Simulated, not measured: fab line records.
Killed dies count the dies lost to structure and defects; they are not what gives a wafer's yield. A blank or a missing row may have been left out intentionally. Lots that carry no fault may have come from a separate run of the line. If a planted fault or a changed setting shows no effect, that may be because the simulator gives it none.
Which tool is to blame? :: flow n5 finfet :: 33 wafers from 11 lots sampled at 4 of the route's 1938 steps

WHAT EACH GAUGE READ, for each wafer
N5_PASSIVATION_CD_MEAS_10: the cd target is 3000 nm. Usual: cd nm reads 3000.2 nm (standard deviation 2).
lot: L405
measured: day 12 11:23
on: cd sem-01
cd nm (nm): 3001.6 3001.4 3004.5
flag: 

lot: L406
measured: day 12 13:01
on: cd sem-03
cd nm (nm): 2999.4 2998.4 3002.5
flag: 

lot: L408
measured: day 13 03:59
on: cd sem-02
cd nm (nm): 2998.2 3000.0 2998.1
flag: 

lot: L409
measured: day 13 04:17
on: cd sem-02
cd nm (nm): 2998.9 3001.3 3001.7
flag: 

lot: L413
measured: day 14 08:49
on: cd sem-02
cd nm (nm): 3000.1 3002.2 2997.2
flag: 

lot: L416
measured: day 15 13:44
on: cd sem-03
cd nm (nm): 2999.1 2996.8 2995.4
flag: 

lot: L422
measured: day 15 18:56
on: cd sem-01
cd nm (nm): 2998.5 3001.4 2999.4
flag: 

lot: L421
measured: day 15 23:41
on: cd sem-03
cd nm (nm): 3001.3 2998.9 2996.9
flag: 

lot: L425
measured: day 17 01:52
on: cd sem-02
cd nm (nm): 3003.4 3000.2 2999.9
flag: 

lot: L423
measured: day 17 06:04
on: cd sem-02
cd nm (nm): 3001.2 3002.4 3001.1
flag: 

lot: L424
measured: day 17 07:13
on: cd sem-03
cd nm (nm): 3002.4 2998.5 2999.1
flag: 

N5_PASSIVATION_CD_MEAS_30: the cd target is 4000 nm. Usual: cd nm reads 3999.5 nm (standard deviation 2.2).
lot: L405
measured: day 12 13:02
on: cd sem-03
cd nm (nm): 4000.2 4005.2 4001.6
flag: 

lot: L406
measured: day 12 14:51
on: cd sem-03
cd nm (nm): 4001.2 3999.6 3999.4
flag: 

lot: L408
measured: day 13 05:45
on: cd sem-02
cd nm (nm): 3998.2 3999.9 3998.5
flag: 

lot: L409
measured: day 13 06:14
on: cd sem-02
cd nm (nm): 4000.6 3998.1 4002.3
flag: 

lot: L413
measured: day 14 10:52
on: cd sem-01
cd nm (nm): 3996.5 3998.2 3997.5
flag: 

lot: L416
measured: day 15 15:35
on: cd sem-02
cd nm (nm): 4004.4 4001.8 4003.1
flag: 

lot: L422
measured: day 15 21:34
on: cd sem-01
cd nm (nm): 4001.4 4001.1 4004.4
flag: 

lot: L421
measured: day 16 01:17
on: cd sem-03
cd nm (nm): 3999.1 4000.7 4001.0
flag: 

lot: L425
measured: day 17 04:09
on: cd sem-02
cd nm (nm): 3998.4 3997.1 3999.9
flag: 

lot: L423
measured: day 17 08:10
on: cd sem-02
cd nm (nm): 3998.3 3997.5 3996.5
flag: 

lot: L424
measured: day 17 08:36
on: cd sem-03
cd nm (nm): 4001.3 3997.1 3998.6
flag: 

EACH LOT AND THE TOOL THAT RAN IT (in order: tool; ch and the chambers of the sampled wafers; start)
lot: L405
N5_BEOL_M13_ETCH_67: rie diel-04 ch 1,3, day 11 09:16
N5_PASSIVATION_DESCUM_12: rie diel-01 ch 0,1,2, day 12 11:34

lot: L406
N5_BEOL_M13_ETCH_67: rie diel-04 ch 0,3, day 11 14:02
N5_PASSIVATION_DESCUM_12: rie diel-05 ch 0,2, day 12 13:08

lot: L408
N5_BEOL_M13_ETCH_67: rie diel-04 ch 0,1,3, day 11 23:05
N5_PASSIVATION_DESCUM_12: rie diel-05 ch 0,1,2, day 13 04:15

lot: L409
N5_BEOL_M13_ETCH_67: rie diel-05 ch 1,2,3, day 12 04:14
N5_PASSIVATION_DESCUM_12: rie diel-04 ch 0,2, day 13 04:37

lot: L413
N5_BEOL_M13_ETCH_67: rie diel-05 ch 0,2, day 13 08:37
N5_PASSIVATION_DESCUM_12: rie diel-01 ch 0,1, day 14 09:11

lot: L416
N5_BEOL_M13_ETCH_67: rie diel-05 ch 0,1,2, day 14 12:52
N5_PASSIVATION_DESCUM_12: rie diel-05 ch 0,2,3, day 15 13:50

lot: L422
N5_BEOL_M13_ETCH_67: rie diel-01 ch 0,1, day 14 16:03
N5_PASSIVATION_DESCUM_12: rie diel-01 ch 0,2,3, day 15 19:22

lot: L421
N5_BEOL_M13_ETCH_67: rie diel-01 ch 0,1, day 15 01:22
N5_PASSIVATION_DESCUM_12: rie diel-01 ch 1,2,3, day 16 00:01

lot: L425
N5_BEOL_M13_ETCH_67: rie diel-04 ch 0,2,3, day 16 00:29
N5_PASSIVATION_DESCUM_12: rie diel-01 ch 1,2,3, day 17 01:57

lot: L423
N5_BEOL_M13_ETCH_67: rie diel-01 ch 0,1,2, day 16 03:43
N5_PASSIVATION_DESCUM_12: rie diel-01 ch 0,1,3, day 17 06:12

lot: L424
N5_BEOL_M13_ETCH_67: rie diel-01 ch 0,1,2, day 16 04:16
N5_PASSIVATION_DESCUM_12: rie diel-01 ch 2,3, day 17 07:19
- N5_BEOL_M13_ETCH_67: etches SiARC in CF4, target depth 143 nm, time 238.3 s.
- N5_PASSIVATION_DESCUM_12: chemistry O2, time 7.9 s.

WHAT THE TOOLS THEMSELVES READ (means of the sampled wafers that have a number; where no wafer has one, the mark that the record gives instead)
N5_BEOL_M13_ETCH_67. Usual: drypump motor current A 5.8 A, standard deviation 0.39; etch rf on time s 237 s, standard deviation 5.8; oes product au 0.67 a.u., standard deviation 0.055; rf vpp V 184.3 V, standard deviation 1.2; showerhead plenum p Torr 2.16 Torr, standard deviation 0.069; throttle valve pct 15.59 %, standard deviation 0.16.
lot: L405
tool: rie diel-04
drypump motor current A (A): 5.7
etch rf on time s (s): 235
oes product au (a.u.): 0.75
rf vpp V (V): 185.6
showerhead plenum p Torr (Torr): 2.27
throttle valve pct (%): 15.45
flag: 

lot: L406
tool: rie diel-04
drypump motor current A (A): 5.3
etch rf on time s (s): 229
oes product au (a.u.): 0.68
rf vpp V (V): 183.7
showerhead plenum p Torr (Torr): 2.18
throttle valve pct (%): 15.50
flag: 

lot: L408
tool: rie diel-04
drypump motor current A (A): 5.5
etch rf on time s (s): 229
oes product au (a.u.): 0.70
rf vpp V (V): 185.5
showerhead plenum p Torr (Torr): 2.22
throttle valve pct (%): 15.53
flag: 

lot: L409
tool: rie diel-05
drypump motor current A (A): 5.9
etch rf on time s (s): 234
oes product au (a.u.): 0.64
rf vpp V (V): 184.5
showerhead plenum p Torr (Torr): 2.14
throttle valve pct (%): 15.78
flag: 

lot: L413
tool: rie diel-05
drypump motor current A (A): 5.5
etch rf on time s (s): 241
oes product au (a.u.): 0.68
rf vpp V (V): 184.5
showerhead plenum p Torr (Torr): 2.15
throttle valve pct (%): 15.72
flag: 

lot: L416
tool: rie diel-05
drypump motor current A (A): 5.8
etch rf on time s (s): 239
oes product au (a.u.): 0.67
rf vpp V (V): 184.1
showerhead plenum p Torr (Torr): 2.13
throttle valve pct (%): 15.73
flag: 

lot: L422
tool: rie diel-01
drypump motor current A (A): 6.1
etch rf on time s (s): 234
oes product au (a.u.): 0.63
rf vpp V (V): 184.0
showerhead plenum p Torr (Torr): 2.15
throttle valve pct (%): 15.57
flag: 

lot: L421
tool: rie diel-01
drypump motor current A (A): 6.2
etch rf on time s (s): 236
oes product au (a.u.): 0.62
rf vpp V (V): 184.4
showerhead plenum p Torr (Torr): 2.15
throttle valve pct (%): 15.57
flag: 

lot: L425
tool: rie diel-04
drypump motor current A (A): 5.5
etch rf on time s (s): 234
oes product au (a.u.): 0.68
rf vpp V (V): 185.1
showerhead plenum p Torr (Torr): 2.22
throttle valve pct (%): 15.48
flag: 

lot: L423
tool: rie diel-01
drypump motor current A (A): 5.8
etch rf on time s (s): 238
oes product au (a.u.): 0.63
rf vpp V (V): 183.9
showerhead plenum p Torr (Torr): 2.11
throttle valve pct (%): 15.64
flag: 

lot: L424
tool: rie diel-01
drypump motor current A (A): 5.8
etch rf on time s (s): 239
oes product au (a.u.): 0.63
rf vpp V (V): 183.5
showerhead plenum p Torr (Torr): 2.11
throttle valve pct (%): 15.64
flag: 

N5_PASSIVATION_DESCUM_12. Usual: drypump motor current A 5.8 A, standard deviation 0.43; oes product au 0.77 a.u., standard deviation 0.06; rf vpp V 243.1 V, standard deviation 1.3; showerhead plenum p Torr 2.09 Torr, standard deviation 0.074; throttle valve pct 20.45 %, standard deviation 0.21.
lot: L405
tool: rie diel-01
drypump motor current A (A): 5.8
oes product au (a.u.): 0.76
rf vpp V (V): 242.7
showerhead plenum p Torr (Torr): 2.07
throttle valve pct (%): 20.41
flag: 

lot: L406
tool: rie diel-05
drypump motor current A (A): 5.5
oes product au (a.u.): 0.80
rf vpp V (V): 243.6
showerhead plenum p Torr (Torr): 2.12
throttle valve pct (%): 20.62
flag: 

lot: L408
tool: rie diel-05
drypump motor current A (A): 5.8
oes product au (a.u.): 0.80
rf vpp V (V): 242.4
showerhead plenum p Torr (Torr): 2.09
throttle valve pct (%): 20.58
flag: 

lot: L409
tool: rie diel-04
drypump motor current A (A): 5.4
oes product au (a.u.): 0.82
rf vpp V (V): 244.3
showerhead plenum p Torr (Torr): 2.17
throttle valve pct (%): 20.18
flag: 

lot: L413
tool: rie diel-01
drypump motor current A (A): 6.2
oes product au (a.u.): 0.76
rf vpp V (V): 243.4
showerhead plenum p Torr (Torr): 2.06
throttle valve pct (%): 20.25
flag: 

lot: L416
tool: rie diel-05
drypump motor current A (A): 5.8
oes product au (a.u.): 0.85
rf vpp V (V): 243.3
showerhead plenum p Torr (Torr): 2.12
throttle valve pct (%): 20.41
flag: 

lot: L422
tool: rie diel-01
drypump motor current A (A): 5.7
oes product au (a.u.): 0.72
rf vpp V (V): 242.0
showerhead plenum p Torr (Torr): 2.08
throttle valve pct (%): 20.51
flag: 

lot: L421
tool: rie diel-01
drypump motor current A (A): 5.8
oes product au (a.u.): 0.75
rf vpp V (V): 242.1
showerhead plenum p Torr (Torr): 2.03
throttle valve pct (%): 20.41
flag: 

lot: L425
tool: rie diel-01
drypump motor current A (A): 5.8
oes product au (a.u.): 0.74
rf vpp V (V): 241.6
showerhead plenum p Torr (Torr): 2.03
throttle valve pct (%): 20.42
flag: 

lot: L423
tool: rie diel-01
drypump motor current A (A): 6.1
oes product au (a.u.): 0.73
rf vpp V (V): 242.9
showerhead plenum p Torr (Torr): 2.07
throttle valve pct (%): 20.36
flag: 

lot: L424
tool: rie diel-01
drypump motor current A (A): 5.4
oes product au (a.u.): 0.74
rf vpp V (V): 243.1
showerhead plenum p Torr (Torr): 2.04
throttle valve pct (%): 20.59
flag: 

THE ANSWER, worked out from the rows above alone
Rule: a lot is off if the mean of its wafers that have a number lies more than 3 standard deviations from the usual mean. Also off: a lot with no number at a reading for which 4 or more lots have one. All remaining lots with rows at the step are treated as sound. After the gauges, taken in route order, come the tools' own readings; for these a lot's mean is taken, as printed above. At the first step where some lot is off, the reading lying furthest off is the one used; lots without a number count as furthest.
No lot is off on any of the readings shown, so nothing can be concluded from this.

WHAT WAS PUT IN BY THE SIMULATOR
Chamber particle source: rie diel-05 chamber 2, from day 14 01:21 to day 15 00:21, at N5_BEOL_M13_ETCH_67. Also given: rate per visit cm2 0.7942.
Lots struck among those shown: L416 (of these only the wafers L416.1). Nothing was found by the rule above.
